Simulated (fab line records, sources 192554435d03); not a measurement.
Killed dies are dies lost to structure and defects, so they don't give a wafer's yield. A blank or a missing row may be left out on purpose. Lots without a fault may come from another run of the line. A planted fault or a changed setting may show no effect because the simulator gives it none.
Split-lot experiment | flow n5_finfet | 7 lots, 21 wafers read, on a route of 1938 steps

THE SPLIT
At N5_BEOL_M4_EXPOSE_08 (exposes mask M4), the setting dose_mj was moved away from the recipe's 41.25 on 7 of the 21 wafers read, by -4.2% to +7.0%. The other wafers ran this setting at the recipe's value.

FROM THE SPLIT TO THE READING: what the file shows between them, 19 steps
- N5_BEOL_M4_PEB_09: peb time 60 s
- N5_BEOL_M4_DEVELOP_10: develop time 30 s
- N5_BEOL_M4_CD_MEAS_11: target cd 16.79 nm
- N5_BEOL_M4_DESCUM_16: chemistry O2, time 7 s
- N5_BEOL_M4_ETCH_74: etches underlayer in N2/H2, target depth 6.5 nm, time 5.2 s
- N5_BEOL_M4_ETCH_63: etches SiARC in CF4, target depth 15.6 nm, time 26 s
- N5_BEOL_M4_ETCH_64: etches SOC in N2/H2, target depth 75 nm, overetch 22.5 nm, time 121.9 s
- N5_BEOL_M4_STRIP_65: strips in N2/H2
- N5_BEOL_M4_STRIP_75: strips in N2/H2
- N5_BEOL_M4_STRIP_66: strips in CF4
- N5_BEOL_M4_HM_OPEN_17: chemistry Cl2/BCl3, target TiN, target depth 20 nm, overetch 6 nm
- N5_BEOL_M4_STRIP_19: strips in O2
- N5_BEOL_M4_CD_MEAS_18: pitch 36 nm, target cd 18 nm
- N5_BEOL_M4_ETCH_70: etches SOC in N2/H2, target depth 80 nm, overetch 24 nm, time 130 s (also split here: source_w)
- N5_BEOL_M4_TRENCH_ETCH_37: etches SiOC in C4F6/O2, target depth 55.555 nm, time 29.2 s (also split here: bias_w)
- N5_BEOL_M4_ETCH_41: etches SiCN in CH3F/O2, target depth 29.9 nm, time 52.5 s
- N5_BEOL_M4_STRIP_97: strips in N2/H2, time 10 s
- N5_BEOL_M4_PRECLEAN_42: cleans in residue remover, time 60 s
- N5_BEOL_M4_SRD_43: time 30 s

THE READING
cd_nm, in nm, at N5_BEOL_M4_CD_MEAS_35 (target cd 18 nm, target cd y 22.4 nm). Fault-free wafers of this fab line usually give 17.9 nm, standard deviation 0.32 nm.

wafer  | tool, chamber at the split | dose_mj as run | against the recipe | cd_nm, nm | against lot-mates on the recipe
L081.3 | euv_scanner-02, 0          | 41.25          | recipe             | 18.1      | -
L081.4 | euv_scanner-02, 0          | 41.25          | recipe             | 18.2      | -
L081.5 | euv_scanner-02, 0          | 41.25          | recipe             | 18.1      | -
L082.1 | euv_scanner-02, 0          | 43.49          | +5.4%              | 18.6      | +0.6
L082.2 | euv_scanner-02, 0          | 41.25          | recipe             | 18.1      | -
L082.5 | euv_scanner-02, 0          | 41.25          | recipe             | 17.9      | -
L087.3 | euv_scanner-02, 0          | 41.25          | recipe             | 18.4      | -
L087.4 | euv_scanner-02, 0          | 42.09          | +2.0%              | 18.9      | +0.9
L087.5 | euv_scanner-02, 0          | 41.25          | recipe             | 17.7      | -
L091.2 | euv_scanner-01, 0          | 41.25          | recipe             | 17.7      | -
L091.5 | euv_scanner-01, 0          | 41.25          | recipe             | 18.1      | -
L091.6 | euv_scanner-01, 0          | 39.5           | -4.2%              | 17.0      | -0.9
L089.2 | euv_scanner-01, 0          | 41.25          | recipe             | 17.4      | -
L089.4 | euv_scanner-01, 0          | 44.13          | +7.0%              | 19.2      | +1.8
L089.6 | euv_scanner-01, 0          | 44.13          | +7.0%              | 19.2      | +1.8
L093.1 | euv_scanner-01, 0          | 44.15          | +7.0%              | 18.9      | +0.9
L093.3 | euv_scanner-01, 0          | 41.25          | recipe             | 18.0      | -
L093.5 | euv_scanner-01, 0          | 44.15          | +7.0%              | 18.7      | +0.7
L097.1 | euv_scanner-01, 0          | 41.25          | recipe             | 17.6      | -
L097.5 | euv_scanner-01, 0          | 41.25          | recipe             | 18.2      | -
L097.6 | euv_scanner-01, 0          | 41.25          | recipe             | 17.8      | -

THE FIT
A straight line over all 21 wafers: cd_nm changes by +0.157 nm for each +1% of dose_mj; r = +0.86; the points scatter about the line by 0.3 nm.
The same after taking each lot's own level away (the mean of its wafers on the recipe; 21 wafers): +0.182 nm for each +1%; r = +0.88; scatter 0.32 nm.
On that fit, the largest move of dose_mj shifts the reading by 1.3 nm.
The lots' own levels span 17.40 to 18.13 nm, that is 2.3 times the standard deviation above.
So the lot-to-lot level changes the slope: the two fits differ.
Check: with one of the wafers moved furthest among these (+7.0%) left out of the fit, the line predicts +1.38 nm for it against its lot-mates. It came out at +0.9 nm against them.

OTHER SPLITS ON THESE WAFERS
These wafers also went through other splits before the reading. Each is held against what the fit with the lots' levels taken away leaves over:
other split on the same wafers   | wafers away from the commonest value | r with cd_nm (lot level and that fit taken away)
N5_BEOL_M2_DESCUM_16 time_s      | 6                                    | -0.10
N5_BEOL_M2_COAT_76 spin_rpm      | 8                                    | +0.09
N5_BEOL_M2_DEP_57 time_s         | 7                                    | +0.41
N5_BEOL_M4_ILD_DEP_00 time_s     | 9                                    | -0.22
N5_BEOL_M4_ETCH_70 source_w      | 5                                    | -0.21
N5_BEOL_M4_TRENCH_ETCH_37 bias_w | 9                                    | -0.29

THE WHOLE CHAIN: every reading that the file lists as answering this split, in the file's order
step                  | what it does                                                            | reading                                                               | change (the file's fit)               | r (the file's)
N5_BEOL_M4_CD_MEAS_11 | target cd 16.79 nm                                                      | cd_nm                                                                 | +0.223 nm for each +1% of the setting | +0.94
N5_BEOL_M4_ETCH_74    | etches underlayer in N2/H2, target depth 6.5 nm, time 5.2 s             | BEOL_M4.cd_offset_nm (the simulator's own value, which no gauge read) | +0.204 nm for each +1% of the setting | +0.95
N5_BEOL_M4_ETCH_63    | etches SiARC in CF4, target depth 15.6 nm, time 26 s                    | BEOL_M4.cd_offset_nm (the simulator's own value, which no gauge read) | +0.188 nm for each +1% of the setting | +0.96
N5_BEOL_M4_ETCH_64    | etches SOC in N2/H2, target depth 75 nm, overetch 22.5 nm, time 121.9 s | BEOL_M4.cd_offset_nm (the simulator's own value, which no gauge read) | +0.169 nm for each +1% of the setting | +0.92
N5_BEOL_M4_HM_OPEN_17 | chemistry Cl2/BCl3, target TiN, target depth 20 nm, overetch 6 nm       | BEOL_M4.cd_offset_nm (the simulator's own value, which no gauge read) | +0.18 nm for each +1% of the setting  | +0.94
N5_BEOL_M4_CD_MEAS_18 | pitch 36 nm, target cd 18 nm                                            | cd_nm                                                                 | +0.173 nm for each +1% of the setting | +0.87
N5_BEOL_M4_CD_MEAS_35 | target cd 18 nm, target cd y 22.4 nm                                    | cd_nm                                                                 | +0.181 nm for each +1% of the setting | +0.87

THE FILE'S OWN FIT
cd_nm changes by +0.181 nm for each +1% of dose_mj, r = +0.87.
